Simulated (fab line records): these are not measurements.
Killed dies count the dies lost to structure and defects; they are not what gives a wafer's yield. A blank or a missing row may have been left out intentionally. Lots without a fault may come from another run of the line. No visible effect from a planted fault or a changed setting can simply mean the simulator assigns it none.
What tool caused it? -- flow n5-finfet -- 22 lots with 66 wafers sampled at 6 steps, on a route of 1938 steps

## WHAT THE GAUGES READ, wafer by wafer
The record holds no reading of a measuring or inspecting step that can be judged against a usual standard deviation.

## WHAT TOOL EACH LOT RAN ON (gives the tool, then ch and the chambers of the sampled wafers, and finally the start)
lot,N5_BEOL_M1_STRIP_19,N5_BEOL_M1_ETCH_77,N5_BEOL_M1_TRENCH_ETCH_37,N5_BEOL_M1_ETCH_41,N5_BEOL_M1_SURFACE_TREAT_85,N5_BEOL_M1_SPUTTER_90
L074,"rie-diel-05 ch 0,1,2, day 6 01:09","rie-diel-05 ch 0,1,2, day 6 01:45","rie-diel-03 ch 0,2, day 6 10:22 or earlier","rie-diel-03 ch 0,2, day 6 10:22 or earlier","pvd-sputter-01, day 6 10:22","pvd-sputter-02, day 6 11:42"
L075,"rie-diel-05 ch 0,3, day 6 11:27","rie-diel-05 ch 0,1,2, day 6 12:08","rie-diel-03 ch 0,1, day 6 14:14 or earlier","rie-diel-03 ch 0,1, day 6 14:14 or earlier","pvd-sputter-01, day 6 14:14","pvd-sputter-02, day 6 15:44"
L076,"rie-diel-03 ch 1,2,3, day 6 19:12","rie-diel-03 ch 0,1,3, day 6 19:52","rie-diel-04 ch 0,1, day 6 22:46 or earlier","rie-diel-04 ch 0,1, day 6 22:46 or earlier","pvd-sputter-03, day 6 22:46","pvd-sputter-03, day 7 00:07"
L077,"rie-diel-05 ch 0,1,2, day 6 21:46","rie-diel-05 ch 0,1, day 6 22:19","rie-diel-04 ch 0,1,3, day 7 00:53 or earlier","rie-diel-04 ch 0,1,3, day 7 00:53 or earlier","pvd-sputter-03, day 7 00:53","pvd-sputter-03, day 7 02:34"
L078,"rie-diel-03 ch 0,2,3, day 7 04:09","rie-diel-05 ch 2,3, day 7 04:41","rie-diel-04 ch 0,2,3, day 7 08:45 or earlier","rie-diel-04 ch 0,2,3, day 7 08:45 or earlier","pvd-sputter-03, day 7 08:45","pvd-sputter-03, day 7 11:56"
L079,"rie-diel-05 ch 0,1,2, day 7 13:52","rie-diel-04 ch 0,1,2, day 7 14:35","rie-diel-04 ch 0,1,2, day 7 17:02 or earlier","rie-diel-04 ch 0,1,2, day 7 17:02 or earlier","pvd-sputter-01, day 7 17:02","pvd-sputter-01, day 7 18:28"
L080,"rie-diel-04 ch 0,1, day 7 17:01","rie-diel-05 ch 0,1,2, day 7 17:34","rie-diel-03 ch 0,1,2, day 7 19:45 or earlier","rie-diel-03 ch 0,1,2, day 7 19:45 or earlier","pvd-sputter-02, day 7 19:45","pvd-sputter-01, day 7 21:07"
L081,"rie-diel-05 ch 0,1,3, day 7 20:08","rie-diel-04 ch 0,1,2, day 7 20:41","rie-diel-03 ch 0,1,3, day 8 00:36 or earlier","rie-diel-03 ch 0,1,3, day 8 00:36 or earlier","pvd-sputter-01, day 8 00:36","pvd-sputter-01, day 8 02:13"
L084,"rie-diel-03 ch 0,2,3, day 8 12:03","rie-diel-04 ch 1,3, day 8 12:36","rie-diel-03 ch 1,2,3, day 8 15:37 or earlier","rie-diel-03 ch 1,2,3, day 8 15:37 or earlier","pvd-sputter-03, day 8 15:37","pvd-sputter-03, day 8 16:57"
L083,"rie-diel-03 ch 2,3, day 8 17:48","rie-diel-05 ch 0,3, day 8 18:22","rie-diel-04 ch 0,2,3, day 8 22:01 or earlier","rie-diel-04 ch 0,2,3, day 8 22:01 or earlier","pvd-sputter-01, day 8 22:01","pvd-sputter-03, day 8 23:20"
L085,"rie-diel-05 ch 0,2,3, day 8 21:28","rie-diel-04 ch 0,1, day 8 22:08","rie-diel-05 ch 0,3, day 9 03:49 or earlier","rie-diel-05 ch 0,3, day 9 03:49 or earlier","pvd-sputter-03, day 9 03:49","pvd-sputter-01, day 9 05:13"
L086,"rie-diel-03 ch 1,3, day 9 03:14","rie-diel-03 ch 0,1,2, day 9 03:47","rie-diel-04 ch 0,2,3, day 9 11:01 or earlier","rie-diel-04 ch 0,2,3, day 9 11:01 or earlier","pvd-sputter-03, day 9 11:01","pvd-sputter-01, day 9 14:08"
L087,"rie-diel-05 ch 0,1,3, day 9 07:03","rie-diel-04 ch 0,1,2, day 9 07:36","rie-diel-04 ch 0,2,3, day 9 15:47 or earlier","rie-diel-04 ch 0,2,3, day 9 15:47 or earlier","pvd-sputter-01, day 9 15:47","pvd-sputter-01, day 9 17:07"
L088,"rie-diel-05 ch 1,2,3, day 9 12:31","rie-diel-04 ch 1,2, day 9 13:11","rie-diel-05 ch 2,3, day 9 20:34 or earlier","rie-diel-05 ch 2,3, day 9 20:34 or earlier","pvd-sputter-03, day 9 20:34","pvd-sputter-01, day 9 22:00"
L089,"rie-diel-03 ch 0,1,3, day 9 20:01","rie-diel-05 ch 0,2,3, day 9 20:34","rie-diel-03 ch 0,1,2, day 10 00:08 or earlier","rie-diel-03 ch 0,1,2, day 10 00:08 or earlier","pvd-sputter-02, day 10 00:08","pvd-sputter-01, day 10 01:56"
L090,"rie-diel-04 ch 0,1,2, day 10 03:14","rie-diel-05 ch 0,2,3, day 10 04:02","rie-diel-03 ch 0,2,3, day 10 11:10 or earlier","rie-diel-03 ch 0,2,3, day 10 11:10 or earlier","pvd-sputter-01, day 10 11:10","pvd-sputter-02, day 10 12:31"
L091,"rie-diel-05 ch 1,2,3, day 10 07:57","rie-diel-03 ch 1,3, day 10 08:37","rie-diel-05 ch 1,2,3, day 10 16:21 or earlier","rie-diel-05 ch 1,2,3, day 10 16:21 or earlier","pvd-sputter-01, day 10 16:21","pvd-sputter-03, day 10 17:49"
L092,"rie-diel-03 ch 0,1,3, day 10 17:01","rie-diel-05 ch 1,2,3, day 10 17:58","rie-diel-05 ch 0,1,2, day 10 22:59 or earlier","rie-diel-05 ch 0,1,2, day 10 22:59 or earlier","pvd-sputter-02, day 10 22:59","pvd-sputter-01, day 11 00:25"
L093,"rie-diel-05 ch 0,1, day 10 23:09","rie-diel-03 ch 0,1, day 10 23:46","rie-diel-05 ch 1,2, day 11 02:14 or earlier","rie-diel-05 ch 1,2, day 11 02:14 or earlier","pvd-sputter-01, day 11 02:14","pvd-sputter-01, day 11 03:37"
L094,"rie-diel-05 ch 0,1,2, day 11 02:31","rie-diel-05 ch 0,1,2, day 11 03:14","rie-diel-03 ch 1,2,3, day 11 06:49 or earlier","rie-diel-03 ch 1,2,3, day 11 06:49 or earlier","pvd-sputter-01, day 11 06:49","pvd-sputter-01, day 11 08:14"
L095,"rie-diel-04 ch 0,1,2, day 11 09:17","rie-diel-05 ch 0,1,2, day 11 09:50","rie-diel-03 ch 0,1,3, day 11 13:50 or earlier","rie-diel-03 ch 0,1,3, day 11 13:50 or earlier","pvd-sputter-03, day 11 13:50","pvd-sputter-01, day 11 15:11"
L096,"rie-diel-03 ch 0,1,2, day 11 13:10","rie-diel-03 ch 0,2,3, day 11 13:43","rie-diel-05 ch 0,1, day 11 16:59 or earlier","rie-diel-05 ch 0,1, day 11 16:59 or earlier","pvd-sputter-02, day 11 16:59","pvd-sputter-03, day 11 18:18"
- N5_BEOL_M1_STRIP_19: strips in O2.
- N5_BEOL_M1_ETCH_77: etches underlayer in N2/H2, target depth 6.5 nm, time 5.2 s.
- N5_BEOL_M1_TRENCH_ETCH_37: etches SiOC in C4F6/O2, target depth 55.207 nm, time 29 s.
- N5_BEOL_M1_ETCH_41: etches SiCN in CH3F/O2, target depth 31.9 nm, time 57.8 s.
- N5_BEOL_M1_SURFACE_TREAT_85
- N5_BEOL_M1_SPUTTER_90: material Cu, target thk 4.5 nm, time 8.29 s.

## AS READ BY THE TOOLS THEMSELVES (means over the sampled wafers that have a number; for cases with no such wafer, the mark the record gives instead)
N5_BEOL_M1_STRIP_19. Usual: drypump-motor-current-A 5.7 A, standard deviation 0.43; oes-product-au 0.81 a.u., standard deviation 0.077; rf-vpp-V 3.6 V, standard deviation 0.54; showerhead-plenum-p-Torr 2.12 Torr, standard deviation 0.083; throttle-valve-pct 16.64 %, standard deviation 0.15.
lot,tool,drypump-motor-current-A (A),oes-product-au (a.u.),rf-vpp-V (V),showerhead-plenum-p-Torr (Torr),throttle-valve-pct (%),flag
L074,rie-diel-05,5.7,0.90,3.7,2.17,16.57,
L075,rie-diel-05,6.0,0.84,4.3,2.06,16.73,
L076,rie-diel-03,6.1,0.87,3.3,2.12,16.58,
L077,rie-diel-05,5.7,0.88,3.6,2.16,16.60,
L078,rie-diel-03,5.9,0.87,3.4,2.15,16.61,
L079,rie-diel-05,5.7,0.88,3.2,2.16,16.60,
L080,rie-diel-04,5.7,0.83,3.8,2.06,16.81,
L081,rie-diel-05,5.7,0.82,3.6,2.11,16.61,
L084,rie-diel-03,5.9,0.84,3.2,2.15,16.64,
L083,rie-diel-03,6.1,0.91,3.9,2.19,16.58,
L085,rie-diel-05,5.7,0.80,3.8,2.11,16.69,
L086,rie-diel-03,6.1,0.86,3.6,2.15,16.69,
L087,rie-diel-05,5.6,0.81,3.7,2.11,16.63,
L088,rie-diel-05,5.4,0.80,4.2,2.17,16.55,
L089,rie-diel-03,5.8,0.79,3.7,2.11,16.74,
L090,rie-diel-04,5.5,0.76,4.1,2.10,16.71,
L091,rie-diel-05,5.3,0.80,3.8,2.16,16.55,
L092,rie-diel-03,5.8,0.79,3.3,2.11,16.75,
L093,rie-diel-05,5.6,0.84,3.7,2.15,16.60,
L094,rie-diel-05,5.7,0.84,3.7,2.15,16.65,
L095,rie-diel-04,5.5,0.75,3.4,2.09,16.72,
L096,rie-diel-03,5.9,0.75,3.6,2.06,16.69,

N5_BEOL_M1_ETCH_77. Usual: drypump-motor-current-A 5.7 A, standard deviation 0.47; etch-rf-on-time-s 5.17 s, standard deviation 0.11; oes-product-au 0.69 a.u., standard deviation 0.065; rf-vpp-V 524.3 V, standard deviation 3; showerhead-plenum-p-Torr 2.57 Torr, standard deviation 0.1; throttle-valve-pct 17.87 %, standard deviation 0.19.
lot,tool,drypump-motor-current-A (A),etch-rf-on-time-s (s),oes-product-au (a.u.),rf-vpp-V (V),showerhead-plenum-p-Torr (Torr),throttle-valve-pct (%),flag
L074,rie-diel-05,5.7,5.02,0.78,526.0,2.63,17.85,
L075,rie-diel-05,5.7,5.04,0.77,526.2,2.63,17.84,
L076,rie-diel-03,5.8,5.16,0.71,524.8,2.56,17.90,
L077,rie-diel-05,6.0,5.04,0.76,525.7,2.56,17.93,
L078,rie-diel-05,5.4,5.24,0.69,525.8,2.63,17.83,
L079,rie-diel-04,5.5,5.18,0.67,523.9,2.55,17.86,
L080,rie-diel-05,5.7,5.08,0.75,525.4,2.63,17.85,
L081,rie-diel-04,5.5,5.14,0.67,523.3,2.55,17.87,
L084,rie-diel-04,5.8,5.12,0.66,521.2,2.44,17.96,
L083,rie-diel-05,6.0,5.15,0.69,522.2,2.49,18.02,
L085,rie-diel-04,6.0,5.24,0.65,521.3,2.51,17.90,
L086,rie-diel-03,5.9,5.28,0.65,522.5,2.51,17.79,
L087,rie-diel-04,5.5,5.21,0.66,524.5,2.55,17.89,
L088,rie-diel-04,5.2,5.10,0.68,524.2,2.53,18.04,
L089,rie-diel-05,5.7,5.16,0.69,523.2,2.55,17.95,
L090,rie-diel-05,5.7,5.18,0.68,524.1,2.55,17.96,
L091,rie-diel-03,6.1,5.18,0.72,525.2,2.61,17.95,
L092,rie-diel-05,5.4,5.15,0.67,526.6,2.62,17.79,
L093,rie-diel-03,5.6,5.25,0.63,521.7,2.49,17.93,
L094,rie-diel-05,5.7,5.09,0.72,524.9,2.62,17.90,
L095,rie-diel-05,5.7,5.15,0.72,526.0,2.61,17.93,
L096,rie-diel-03,5.9,5.24,0.69,526.3,2.60,17.87,

N5_BEOL_M1_TRENCH_ETCH_37. Usual: drypump-motor-current-A 5.7 A, standard deviation 0.47; mfc-ar-sccm 299.8 sccm, standard deviation 0.89; oes-product-au 0.80 a.u., standard deviation 0.071; rf-vpp-V 661 V, standard deviation 6.9; showerhead-plenum-p-Torr 2.86 Torr, standard deviation 0.1; throttle-valve-pct 20.84 %, standard deviation 0.19.
lot,tool,drypump-motor-current-A (A),mfc-ar-sccm (sccm),oes-product-au (a.u.),rf-vpp-V (V),showerhead-plenum-p-Torr (Torr),throttle-valve-pct (%),flag
L074,rie-diel-03,5.7,299.8,0.80,668,2.87,20.89,
L075,rie-diel-03,5.8,300.7,0.76,657,2.77,20.89,
L076,rie-diel-04,5.7,301.0,0.83,654,2.80,21.04,
L077,rie-diel-04,5.9,300.4,0.78,655,2.78,20.88,
L078,rie-diel-04,5.7,298.6,0.74,658,2.83,20.70,
L079,rie-diel-04,5.5,300.3,0.77,658,2.85,20.87,
L080,rie-diel-03,5.9,299.4,0.77,661,2.82,20.83,
L081,rie-diel-03,5.8,300.3,0.81,662,2.87,20.96,
L084,rie-diel-03,6.1,299.2,0.84,661,2.88,20.84,
L083,rie-diel-04,5.7,300.2,0.73,658,2.83,20.72,
L085,rie-diel-05,5.7,299.8,0.74,662,2.81,20.90,
L086,rie-diel-04,5.7,298.9,0.73,658,2.83,20.72,
L087,rie-diel-04,5.7,299.7,0.72,659,2.83,20.73,
L088,rie-diel-05,5.4,300.0,0.80,667,2.93,20.75,
L089,rie-diel-03,5.8,300.2,0.76,661,2.81,20.85,
L090,rie-diel-03,5.9,299.7,0.82,666,2.92,20.91,
L091,rie-diel-05,5.4,300.0,0.80,663,2.93,20.73,
L092,rie-diel-05,5.7,301.0,0.84,666,2.92,20.85,
L093,rie-diel-05,5.3,299.9,0.84,665,2.99,20.69,
L094,rie-diel-03,6.1,298.8,0.81,660,2.87,20.86,
L095,rie-diel-03,5.8,300.0,0.79,660,2.86,21.00,
L096,rie-diel-05,6.0,299.2,0.84,664,2.84,20.96,

N5_BEOL_M1_ETCH_41. Usual: drypump-motor-current-A 5.7 A, standard deviation 0.46; mfc-ar-sccm 150.0 sccm, standard deviation 0.5; oes-product-au 0.80 a.u., standard deviation 0.071; rf-vpp-V 297.5 V, standard deviation 1.7; showerhead-plenum-p-Torr 2.01 Torr, standard deviation 0.075; throttle-valve-pct 16.30 %, standard deviation 0.16.
lot,tool,drypump-motor-current-A (A),mfc-ar-sccm (sccm),oes-product-au (a.u.),rf-vpp-V (V),showerhead-plenum-p-Torr (Torr),throttle-valve-pct (%),flag
L074,rie-diel-03,5.7,149.7,0.80,296.9,2.02,16.34,
L075,rie-diel-03,5.8,149.9,0.76,296.2,1.94,16.38,
L076,rie-diel-04,5.7,149.9,0.82,297.3,1.97,16.46,
L077,rie-diel-04,5.9,149.8,0.79,296.4,1.95,16.34,
L078,rie-diel-04,5.6,150.0,0.73,297.5,1.99,16.22,
L079,rie-diel-04,5.5,149.8,0.78,298.4,2.00,16.32,
L080,rie-diel-03,5.9,150.3,0.78,297.2,1.98,16.30,
L081,rie-diel-03,5.8,149.6,0.82,298.4,2.02,16.39,
L084,rie-diel-03,6.0,150.1,0.84,297.6,2.02,16.27,
L083,rie-diel-04,5.7,149.8,0.73,297.7,1.99,16.23,
L085,rie-diel-05,5.6,149.8,0.75,296.8,1.97,16.37,
L086,rie-diel-04,5.7,149.8,0.73,296.5,1.99,16.24,
L087,rie-diel-04,5.7,150.0,0.73,296.9,1.99,16.24,
L088,rie-diel-05,5.4,150.1,0.80,298.8,2.06,16.22,
L089,rie-diel-03,5.9,150.0,0.76,296.6,1.98,16.34,
L090,rie-diel-03,5.9,149.8,0.82,297.7,2.05,16.34,
L091,rie-diel-05,5.3,149.5,0.80,298.2,2.06,16.21,
L092,rie-diel-05,5.7,150.0,0.84,298.3,2.05,16.27,
L093,rie-diel-05,5.3,150.5,0.85,300.3,2.11,16.13,
L094,rie-diel-03,6.1,150.5,0.81,296.8,2.02,16.31,
L095,rie-diel-03,5.8,149.8,0.79,297.1,2.01,16.45,
L096,rie-diel-05,6.0,149.6,0.84,296.8,2.00,16.38,

N5_BEOL_M1_SPUTTER_90. Usual: substrate-temp-c -20.01 C, standard deviation 0.11; throttle-valve-pct 30.2 %, standard deviation 1.1.
lot,tool,substrate-temp-c (C),throttle-valve-pct (%),flag
L074,pvd-sputter-02,-20.16,29.9,
L075,pvd-sputter-02,-20.03,30.4,
L076,pvd-sputter-03,-20.11,30.8,
L077,pvd-sputter-03,-20.03,30.7,
L078,pvd-sputter-03,-19.94,31.4,
L079,pvd-sputter-01,-19.98,30.2,
L080,pvd-sputter-01,-19.99,30.1,
L081,pvd-sputter-01,-19.89,29.8,
L084,pvd-sputter-03,-20.11,29.9,
L083,pvd-sputter-03,-19.93,31.2,
L085,pvd-sputter-01,-20.01,29.9,
L086,pvd-sputter-01,-20.00,30.1,
L087,pvd-sputter-01,-20.00,30.2,
L088,pvd-sputter-01,-20.06,29.7,
L089,pvd-sputter-01,-19.92,29.7,
L090,pvd-sputter-02,-19.97,29.8,
L091,pvd-sputter-03,-19.92,30.7,
L092,pvd-sputter-01,-20.03,29.6,
L093,pvd-sputter-01,-20.13,29.9,
L094,pvd-sputter-01,-19.92,29.9,
L095,pvd-sputter-01,-19.94,29.9,
L096,pvd-sputter-03,-20.13,30.3,

## THE ANSWER, worked out from the rows above alone
Rule: lot off if the mean of its wafers having a number is beyond 3 standard deviations from the usual mean. A lot without any number at a reading at which 4 lots or more have one is off too. The other lots that the step has rows for count as sound. The gauges are gone through in route order, then the tools' own readings, and for those a lot's mean is taken as printed above. The first step at which some lot is off is used, and at that step the reading that is off furthest; a lot without a number counts as furthest.
No lot is off at any reading shown: from this, nothing can be told.

## WHAT HAD BEEN PUT IN BY THE SIMULATOR
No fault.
